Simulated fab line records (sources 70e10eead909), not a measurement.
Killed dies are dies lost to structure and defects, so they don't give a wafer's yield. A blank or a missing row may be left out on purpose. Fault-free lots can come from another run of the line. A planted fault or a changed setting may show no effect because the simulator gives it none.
fab line records + flow nand_harc
[record]
- lots = 14
- wafers = 42
- last_day = 33
route steps=1302 shown A_BLC@1124 A_M1@1176
lots untouched by any fault: they come from a run of this same line in which no faults occurred
start_h: start of the lot's first displayed wafer, in hours after the record's first day + wait_h: hours from the lot's prior step to this one + " the same as in the row above + L1.1+2: one row covering several wafers at once + - either no value or no given start + * or withheld: withheld + < > ~ a bound
route shown NAME@n: names a module that has steps shown in the file, with the first one's number in the route + usual: mean and standard deviation over wafers with no fault + same: alike in all rows + chamber/n: place in a boat + sites: the reading at each site + _std_site: standard deviation across them + _edge_site: outer sites' mean less inner sites' + radius_mm: for every site, how far away it sits from the centre of the wafer + mask NAME#n: copy n + behind: the most recent tool/chamber to have shaped the wafer + hold: reason for holding the lot/hours on hold/outcome of the hold + device: transistor that didn't switch, given as n, p or np + end of line: at the end of the route, the tests of the same wafers + a step without rows: its recipe alone + killed: dies lost to structure and defects at the first sort, not the wafer's yield + map: a wafer's dies, x killed, . not, _ none there
set.NAME: the run value of the setting; set.NAME@STEP: its run value at that earlier step + model.NAME: the simulator's own value behind a step, which no gauge read
one table for each step of the route and one row for each wafer, over a sample of lots
services: when a tool's chamber went out of use (start_h, in hours from the record's first day, below 0 if earlier), for how many hours, and the reason
[[steps]]
[step NHARC_A_BLC_CD_MEAS_19]
[usual]
- cd_nm = 100.1/1.9
| lot.wafer | tool      | chamber | start_h | wait_h | cd_nm |
|-----------|-----------|---------|---------|--------|-------|
| L355.1    | cd_sem-02 | -       | 520.55  | -      | 103.5 |
| L355.3    | "         | -       | "       | "      | 98.4  |
| L355.5    | "         | -       | "       | "      | 100.2 |
| L357.4    | cd_sem-01 | -       | 528.73  | -      | 98.6  |
| L357.5    | "         | -       | "       | "      | 99.7  |
| L357.6    | "         | -       | "       | "      | 99.5  |
| L359.1    | cd_sem-01 | -       | 557.32  | -      | 101.3 |
| L359.3    | "         | -       | "       | "      | 99.9  |
| L359.6    | "         | -       | "       | "      | 97.3  |
| L358.2    | cd_sem-02 | -       | 559.21  | -      | 98.3  |
| L358.3    | "         | -       | "       | "      | 98.8  |
| L358.6    | "         | -       | "       | "      | 98.3  |
| L360.1    | cd_sem-01 | -       | 577.66  | -      | 100.3 |
| L360.2    | "         | -       | "       | "      | 99.4  |
| L360.4    | "         | -       | "       | "      | 98.6  |
| L362.1    | cd_sem-03 | -       | 581.24  | -      | 99.4  |
| L362.4    | "         | -       | "       | "      | 101.4 |
| L362.6    | "         | -       | "       | "      | 100.0 |
| L368.1    | cd_sem-03 | -       | 653.38  | -      | 100.7 |
| L368.4    | "         | -       | "       | "      | 97.9  |
| L368.5    | "         | -       | "       | "      | 100.9 |
| L370.1    | cd_sem-02 | -       | 690.50  | -      | 98.0  |
| L370.2    | "         | -       | "       | "      | 102.2 |
| L370.4    | "         | -       | "       | "      | 100.9 |
| L369.1    | cd_sem-03 | -       | 697.31  | -      | 103.5 |
| L369.4    | "         | -       | "       | "      | 102.0 |
| L369.6    | "         | -       | "       | "      | 102.6 |
| L374.1    | cd_sem-03 | -       | 702.60  | -      | 99.9  |
| L374.4    | "         | -       | "       | "      | 100.8 |
| L374.6    | "         | -       | "       | "      | 97.9  |
| L372.4    | cd_sem-03 | -       | 709.36  | -      | 100.1 |
| L372.5    | "         | -       | "       | "      | 99.1  |
| L372.6    | "         | -       | "       | "      | 101.2 |
| L375.2    | cd_sem-01 | -       | 723.70  | -      | 101.7 |
| L375.3    | "         | -       | "       | "      | 98.5  |
| L375.5    | "         | -       | "       | "      | 99.0  |
| L378.1    | cd_sem-01 | -       | 747.10  | -      | 98.1  |
| L378.2    | "         | -       | "       | "      | 96.0  |
| L378.4    | "         | -       | "       | "      | 101.4 |
| L377.2    | cd_sem-01 | -       | 748.89  | -      | 97.9  |
| L377.5    | "         | -       | "       | "      | 99.0  |
| L377.6    | "         | -       | "       | "      | 100.6 |
[step NHARC_A_M1_EXPOSE_06]
[recipe]
- na = 1.35
- target_cd_nm = 120
- dose_mj = 75.13
- mask_id = A_M1
[usual]
- exposure_dose_mJ_cm2 = 75.12/0.075
- stage_vel_mm_s = 499.97/0.23
| lot.wafer | tool            | chamber | start_h | wait_h | mask   | exposure_dose_mJ_cm2 | stage_vel_mm_s |
|-----------|-----------------|---------|---------|--------|--------|----------------------|----------------|
| L355.1    | arfi_scanner-02 | 0       | 527.67  | -      | A_M1#0 | 75.17                | 500.10         |
| L355.3    | "               | 0       | "       | "      | A_M1#0 | 75.12                | 499.82         |
| L355.5    | "               | 0       | "       | "      | A_M1#0 | 75.13                | 499.98         |
| L357.4    | arfi_scanner-02 | 0       | 535.72  | -      | A_M1#0 | 75.07                | 500.01         |
| L357.5    | "               | 0       | "       | "      | A_M1#0 | 75.01                | 499.77         |
| L357.6    | "               | 0       | "       | "      | A_M1#0 | 75.18                | 500.02         |
| L359.1    | arfi_scanner-01 | 0       | 564.07  | -      | A_M1#0 | 75.29                | 500.04         |
| L359.3    | "               | 0       | "       | "      | A_M1#0 | 75.16                | 500.27         |
| L359.6    | "               | 0       | "       | "      | A_M1#0 | 75.11                | 500.21         |
| L358.2    | arfi_scanner-02 | 0       | 566.04  | -      | A_M1#0 | 75.12                | 500.13         |
| L358.3    | "               | 0       | "       | "      | A_M1#0 | 75.08                | 500.06         |
| L358.6    | "               | 0       | "       | "      | A_M1#0 | 75.11                | 499.80         |
| L360.1    | arfi_scanner-01 | 0       | 584.47  | -      | A_M1#0 | 75.20                | 500.36         |
| L360.2    | "               | 0       | "       | "      | A_M1#0 | 75.26                | 499.94         |
| L360.4    | "               | 0       | "       | "      | A_M1#0 | 75.13                | 500.60         |
| L362.1    | arfi_scanner-03 | 0       | 588.62  | -      | A_M1#0 | 75.12                | 500.08         |
| L362.4    | "               | 0       | "       | "      | A_M1#0 | 75.09                | 499.64         |
| L362.6    | "               | 0       | "       | "      | A_M1#0 | 75.24                | 500.09         |
| L368.1    | arfi_scanner-03 | 0       | 660.19  | -      | A_M1#0 | 119.90               | 500.18         |
| L368.4    | "               | 0       | "       | "      | A_M1#0 | 119.86               | 499.84         |
| L368.5    | "               | 0       | "       | "      | A_M1#0 | 120.00               | 499.66         |
| L370.1    | arfi_scanner-01 | 0       | 697.43  | -      | A_M1#0 | 75.09                | 499.87         |
| L370.2    | "               | 0       | "       | "      | A_M1#0 | 75.12                | 499.93         |
| L370.4    | "               | 0       | "       | "      | A_M1#0 | 75.19                | 499.65         |
| L369.1    | arfi_scanner-03 | 0       | 704.15  | -      | A_M1#0 | 112.43               | 499.98         |
| L369.4    | "               | 0       | "       | "      | A_M1#0 | 112.43               | 499.95         |
| L369.6    | "               | 0       | "       | "      | A_M1#0 | 112.39               | 500.22         |
| L374.1    | arfi_scanner-02 | 0       | 709.57  | -      | A_M1#0 | 75.18                | 499.82         |
| L374.4    | "               | 0       | "       | "      | A_M1#0 | 75.08                | 499.77         |
| L374.6    | "               | 0       | "       | "      | A_M1#0 | 75.14                | 499.91         |
| L372.4    | arfi_scanner-01 | 0       | 716.19  | -      | A_M1#0 | 75.19                | 499.50         |
| L372.5    | "               | 0       | "       | "      | A_M1#0 | 75.13                | 499.78         |
| L372.6    | "               | 0       | "       | "      | A_M1#0 | 75.21                | 499.64         |
| L375.2    | arfi_scanner-02 | 0       | 730.49  | -      | A_M1#0 | 75.18                | 500.00         |
| L375.3    | "               | 0       | "       | "      | A_M1#0 | 75.23                | 500.34         |
| L375.5    | "               | 0       | "       | "      | A_M1#0 | 75.23                | 499.81         |
| L378.1    | arfi_scanner-01 | 0       | 753.96  | -      | A_M1#0 | 75.12                | 500.03         |
| L378.2    | "               | 0       | "       | "      | A_M1#0 | 75.12                | 499.96         |
| L378.4    | "               | 0       | "       | "      | A_M1#0 | 75.09                | 499.58         |
| L377.2    | arfi_scanner-02 | 0       | 755.78  | -      | A_M1#0 | 75.06                | 499.87         |
| L377.5    | "               | 0       | "       | "      | A_M1#0 | 75.12                | 500.10         |
| L377.6    | "               | 0       | "       | "      | A_M1#0 | 75.13                | 500.05         |
[step NHARC_A_M1_CD_MEAS_09]
[recipe]
- target_cd_nm = 120
- landing_energy_ev = 500
[usual]
- cd_nm = 120.0/0.57
| lot.wafer | tool      | chamber | start_h | wait_h | cd_nm |
|-----------|-----------|---------|---------|--------|-------|
| L355.1    | cd_sem-02 | 0       | 527.81  | -      | 120.2 |
| L355.3    | "         | 0       | "       | "      | 119.5 |
| L355.5    | "         | 0       | "       | "      | 120.3 |
| L357.4    | cd_sem-03 | 0       | 535.86  | -      | 120.1 |
| L357.5    | "         | 0       | "       | "      | 121.2 |
| L357.6    | "         | 0       | "       | "      | 120.8 |
| L359.1    | cd_sem-01 | 0       | 564.21  | -      | 120.0 |
| L359.3    | "         | 0       | "       | "      | 120.1 |
| L359.6    | "         | 0       | "       | "      | 119.8 |
| L358.2    | cd_sem-01 | 0       | 566.18  | -      | 120.8 |
| L358.3    | "         | 0       | "       | "      | 120.2 |
| L358.6    | "         | 0       | "       | "      | 120.7 |
| L360.1    | cd_sem-02 | 0       | 584.61  | -      | 119.7 |
| L360.2    | "         | 0       | "       | "      | 120.0 |
| L360.4    | "         | 0       | "       | "      | 120.0 |
| L362.1    | cd_sem-03 | 0       | 588.76  | -      | 119.1 |
| L362.4    | "         | 0       | "       | "      | 120.0 |
| L362.6    | "         | 0       | "       | "      | 119.9 |
| L368.1    | cd_sem-02 | 0       | 660.33  | -      | 147.7 |
| L368.4    | "         | 0       | "       | "      | 148.1 |
| L368.5    | "         | 0       | "       | "      | 148.2 |
| L370.1    | cd_sem-02 | 0       | 697.57  | -      | 119.8 |
| L370.2    | "         | 0       | "       | "      | 119.5 |
| L370.4    | "         | 0       | "       | "      | 119.6 |
| L369.1    | cd_sem-03 | 0       | 704.29  | -      | 143.7 |
| L369.4    | "         | 0       | "       | "      | 143.9 |
| L369.6    | "         | 0       | "       | "      | 143.5 |
| L374.1    | cd_sem-01 | 0       | 709.71  | -      | 120.9 |
| L374.4    | "         | 0       | "       | "      | 120.2 |
| L374.6    | "         | 0       | "       | "      | 119.9 |
| L372.4    | cd_sem-03 | 0       | 716.32  | -      | 119.4 |
| L372.5    | "         | 0       | "       | "      | 119.8 |
| L372.6    | "         | 0       | "       | "      | 119.8 |
| L375.2    | cd_sem-03 | 0       | 730.63  | -      | 120.7 |
| L375.3    | "         | 0       | "       | "      | 120.8 |
| L375.5    | "         | 0       | "       | "      | 121.0 |
| L378.1    | cd_sem-01 | 0       | 754.10  | -      | 119.8 |
| L378.2    | "         | 0       | "       | "      | 120.1 |
| L378.4    | "         | 0       | "       | "      | 118.8 |
| L377.2    | cd_sem-02 | 0       | 755.92  | -      | 119.5 |
| L377.5    | "         | 0       | "       | "      | 119.2 |
| L377.6    | "         | 0       | "       | "      | 119.2 |
[step NHARC_A_M1_ETCH_15]
[recipe]
- target_depth_a = 1825
- time_s = 91.2
- c4f8_flow_sccm = withheld
- ar_flow_sccm = 400
- rf_w = 600
- bias_w = 300
- chemistry = C4F8/Ar
[usual]
- oes_product_au = 0.946/0.023
- rf_vpp_V = 440.0/2.2
| lot.wafer | tool        | chamber | start_h | wait_h | oes_product_au | rf_hours_counter_h | rf_vpp_V |
|-----------|-------------|---------|---------|--------|----------------|--------------------|----------|
| L355.1    | rie_diel-03 | 1       | -       | -      | 0.943          | 4.9                | 439.0    |
| L355.3    | "           | 2       | "       | "      | 0.973          | 3.9                | 438.1    |
| L355.5    | "           | 0       | "       | "      | 0.953          | -                  | 439.4    |
| L357.4    | rie_diel-02 | 3       | -       | -      | 0.965          | 3.9                | 442.1    |
| L357.6    | "           | 3       | "       | "      | 0.967          | -                  | 442.3    |
| L357.5    | "           | 0       | "       | "      | 0.974          | -                  | 436.8    |
| L359.1    | rie_diel-02 | 3       | -       | -      | 0.983          | 4.3                | 441.6    |
| L359.3    | "           | 2       | "       | "      | 0.965          | 3.8                | 437.9    |
| L359.6    | "           | 3       | "       | "      | 0.978          | -                  | 441.4    |
| L358.2    | rie_diel-03 | 3       | -       | -      | 0.907          | 5.4                | 441.1    |
| L358.3    | "           | 1       | "       | "      | 0.909          | 7.2                | 438.0    |
| L358.6    | "           | 2       | "       | "      | 0.940          | -                  | 437.3    |
| L360.1    | rie_diel-03 | 2       | -       | -      | 0.936          | 7.5                | 436.8    |
| L360.4    | "           | 0       | "       | "      | 0.921          | 7.5                | 439.6    |
| L360.2    | "           | 1       | "       | "      | 0.919          | 8.6                | 437.9    |
| L362.1    | rie_diel-03 | 3       | -       | -      | 0.926          | 6.5                | 440.2    |
| L362.4    | "           | 3       | "       | "      | 0.917          | -                  | 441.3    |
| L362.6    | "           | 2       | "       | "      | 0.944          | -                  | 437.9    |
| L368.4    | rie_diel-07 | 1       | -       | -      | 0.973          | 0.1                | 439.5    |
| L368.1    | "           | 2       | "       | "      | 0.980          | 0.2                | 443.0    |
| L368.5    | "           | 1       | "       | "      | 0.965          | -                  | 439.4    |
| L370.1    | rie_diel-02 | 3       | -       | -      | 0.955          | 3.3                | 441.4    |
| L370.4    | "           | 0       | "       | "      | 0.966          | 3.2                | 438.0    |
| L370.2    | "           | 2       | "       | "      | 0.990          | 3.0                | 439.6    |
| L369.4    | rie_diel-03 | 2       | -       | -      | 0.981          | 1.8                | 438.3    |
| L369.1    | "           | 3       | "       | "      | 0.981          | 1.7                | 440.4    |
| L369.6    | "           | 1       | "       | "      | 0.936          | -                  | 438.2    |
| L374.1    | rie_diel-07 | 3       | -       | -      | 0.937          | 3.2                | 441.8    |
| L374.4    | "           | 0       | "       | "      | 0.934          | -                  | 444.7    |
| L374.6    | "           | 3       | "       | "      | 0.956          | -                  | 442.2    |
| L372.4    | rie_diel-03 | 2       | -       | -      | 0.969          | 2.7                | 438.8    |
| L372.5    | "           | 2       | "       | "      | 0.954          | -                  | 436.9    |
| L372.6    | "           | 3       | "       | "      | 0.957          | -                  | 442.1    |
| L375.3    | rie_diel-02 | 2       | -       | -      | 0.927          | 4.3                | 439.5    |
| L375.2    | "           | 3       | "       | "      | 0.919          | 4.4                | 442.2    |
| L375.5    | "           | 2       | "       | "      | 0.942          | -                  | 437.9    |
| L378.2    | rie_diel-07 | 3       | -       | -      | 0.930          | 6.5                | 441.1    |
| L378.4    | "           | 0       | "       | "      | 0.923          | 6.0                | 444.7    |
| L378.1    | "           | 1       | "       | "      | 0.909          | 5.3                | 437.9    |
| L377.2    | rie_diel-03 | 1       | -       | -      | 0.906          | 4.1                | 437.4    |
| L377.5    | "           | 0       | "       | "      | 0.915          | -                  | 438.3    |
| L377.6    | "           | 1       | "       | "      | 0.908          | -                  | 439.3    |
[step NHARC_A_M1_PVD_21]
[recipe]
- target_thk_a = 300
- chamber_pressure_pa = 5
- power_w = 5000
- substrate_temp_c = 30
- time_s = 20.49
- material = Cu
[usual]
- chamber_pressure_pa = 5.000/0.011
- throttle_valve_pct = 30.2/0.82
| lot.wafer | tool           | chamber | start_h | wait_h | chamber_pressure_pa | throttle_valve_pct |
|-----------|----------------|---------|---------|--------|---------------------|--------------------|
| L355.1    | pvd_sputter-01 | -       | -       | -      | 4.991               | 29.6               |
| L355.3    | "              | -       | "       | "      | 5.023               | 28.9               |
| L355.5    | "              | -       | "       | "      | 4.973               | 30.8               |
| L357.4    | pvd_sputter-01 | -       | -       | -      | 4.985               | 31.0               |
| L357.5    | "              | -       | "       | "      | 4.990               | 29.6               |
| L357.6    | "              | -       | "       | "      | 4.994               | 31.1               |
| L359.1    | pvd_sputter-03 | -       | -       | -      | 5.001               | 28.7               |
| L359.3    | "              | -       | "       | "      | 5.003               | 30.8               |
| L359.6    | "              | -       | "       | "      | 5.016               | 31.1               |
| L358.3    | pvd_sputter-03 | -       | -       | -      | 5.004               | 30.6               |
| L358.2    | "              | -       | "       | "      | 4.990               | 30.7               |
| L358.6    | "              | -       | "       | "      | 4.993               | 30.5               |
| L360.2    | pvd_sputter-02 | -       | -       | -      | 4.974               | 30.0               |
| L360.1    | "              | -       | "       | "      | 4.994               | 31.3               |
| L360.4    | "              | -       | "       | "      | 5.010               | 28.1               |
| L362.4    | pvd_sputter-01 | -       | -       | -      | 4.992               | 29.4               |
| L362.1    | "              | -       | "       | "      | 5.000               | 31.7               |
| L362.6    | "              | -       | "       | "      | 4.989               | 29.5               |
| L368.4    | pvd_sputter-01 | -       | -       | -      | 5.005               | 29.3               |
| L368.1    | "              | -       | "       | "      | 4.985               | 29.6               |
| L368.5    | "              | -       | "       | "      | 5.014               | 29.3               |
| L370.1    | pvd_sputter-01 | -       | -       | -      | 5.012               | 29.5               |
| L370.4    | "              | -       | "       | "      | 5.018               | 29.2               |
| L370.2    | "              | -       | "       | "      | 4.997               | 29.9               |
| L369.1    | pvd_sputter-02 | -       | -       | -      | 4.993               | 30.9               |
| L369.4    | "              | -       | "       | "      | 4.988               | 30.6               |
| L369.6    | "              | -       | "       | "      | 5.000               | 30.8               |
| L374.1    | pvd_sputter-02 | -       | -       | -      | 5.006               | 30.7               |
| L374.4    | "              | -       | "       | "      | 5.003               | 30.9               |
| L374.6    | "              | -       | "       | "      | 4.994               | 31.0               |
| L372.4    | pvd_sputter-01 | -       | -       | -      | 4.998               | 29.9               |
| L372.5    | "              | -       | "       | "      | 5.002               | 29.3               |
| L372.6    | "              | -       | "       | "      | 4.997               | 29.9               |
| L375.3    | pvd_sputter-01 | -       | -       | -      | 5.004               | 29.2               |
| L375.2    | "              | -       | "       | "      | 4.998               | 29.1               |
| L375.5    | "              | -       | "       | "      | 5.016               | 29.4               |
| L378.4    | pvd_sputter-03 | -       | -       | -      | 4.991               | 30.5               |
| L378.2    | "              | -       | "       | "      | 4.992               | 31.0               |
| L378.1    | "              | -       | "       | "      | 4.994               | 29.1               |
| L377.2    | pvd_sputter-01 | -       | -       | -      | 5.028               | 29.4               |
| L377.5    | "              | -       | "       | "      | 5.020               | 30.1               |
| L377.6    | "              | -       | "       | "      | 5.022               | 29.4               |
[[services]]
| tool            | chamber | start_h | hours | kind   |
|-----------------|---------|---------|-------|--------|
| pvd_sputter-03  | -       | 506.56  | 1.5   | repair |
| pvd_sputter-03  | -       | 526.04  | 10.0  | pm     |
| arfi_scanner-03 | -       | 551.54  | 4.0   | pm     |
| arfi_scanner-01 | -       | 551.87  | 2.6   | repair |
| arfi_scanner-03 | -       | 562.37  | 7.1   | repair |
| arfi_scanner-01 | -       | 566.28  | 0.2   | repair |
| rie_diel-02     | -       | 570.70  | 9.0   | pm     |
| arfi_scanner-02 | -       | 572.82  | 3.3   | repair |
| rie_diel-03     | 1       | 585.83  | 3.7   | repair |
| arfi_scanner-01 | -       | 596.00  | 4.0   | pm     |
| pvd_sputter-01  | -       | 597.35  | 10.0  | pm     |
| rie_diel-07     | 1       | 603.77  | 6.5   | repair |
| rie_diel-03     | -       | 635.30  | 9.0   | pm     |
| pvd_sputter-02  | -       | 638.00  | 10.0  | pm     |
| rie_diel-07     | -       | 648.20  | 9.0   | pm     |
| pvd_sputter-02  | -       | 653.27  | 3.6   | repair |
| arfi_scanner-02 | -       | 656.00  | 4.0   | pm     |
| arfi_scanner-02 | -       | 667.80  | 1.1   | repair |
| pvd_sputter-02  | -       | 684.50  | 5.0   | repair |
| arfi_scanner-01 | -       | 709.32  | 0.6   | repair |
| arfi_scanner-01 | -       | 719.07  | 6.8   | repair |
| rie_diel-03     | -       | 722.64  | 0.7   | repair |
| rie_diel-02     | -       | 747.70  | 9.0   | pm     |
| rie_diel-03     | -       | 748.29  | 0.6   | repair |
[[key]]
[first_sign]
- step = NHARC_A_M1_EXPOSE_06
- reading = exposure_dose_mJ_cm2
- direction = up
- sigmas = 99+
- usual = 75.12
- struck = 116.17
[effect]
- step = NHARC_A_M1_CD_MEAS_09
- reading = cd_nm
- direction = up
- sigmas = 45
- usual = 120.0
- struck = 145.9
- through = control_loop
met_at NHARC_A_M1_EXPOSE_06
struck_lots L368,L369
later_rows_left_out L368.1,L368.4,L368.5,L369.1,L369.4,L369.6
sort_left_out L368.1,L368.4,L368.5,L369.1,L369.4,L369.6
[loop_trim]
- step = NHARC_A_M1_EXPOSE_06
- setting = dose
- lots = L369
not_acting_at NHARC_A_BLC_CD_MEAS_19,NHARC_A_M1_ETCH_15,NHARC_A_M1_PVD_21
onset_between 588.62 660.19
[fault]
- kind = process_parameter_drift
- tool = arfi_scanner-03
- chamber = -
- onset_h = 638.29
- steps = NHARC_A_M1_EXPOSE_06
- channel = dose_mj
- offset = 44.886
- shape = step
- acts_in = these_recipes_only
- stated = 75.13
// sort_left_out: the simulated sort isn't trusted on such a fault, so these wafers' sort isn't shown, and their yield isn't known
// later_rows_left_out: the simulator's readings of these wafers behind a module that went badly wrong aren't trusted and aren't shown, but for the sort
// loop_trim: a control loop set the setting to another value than it would have without faults
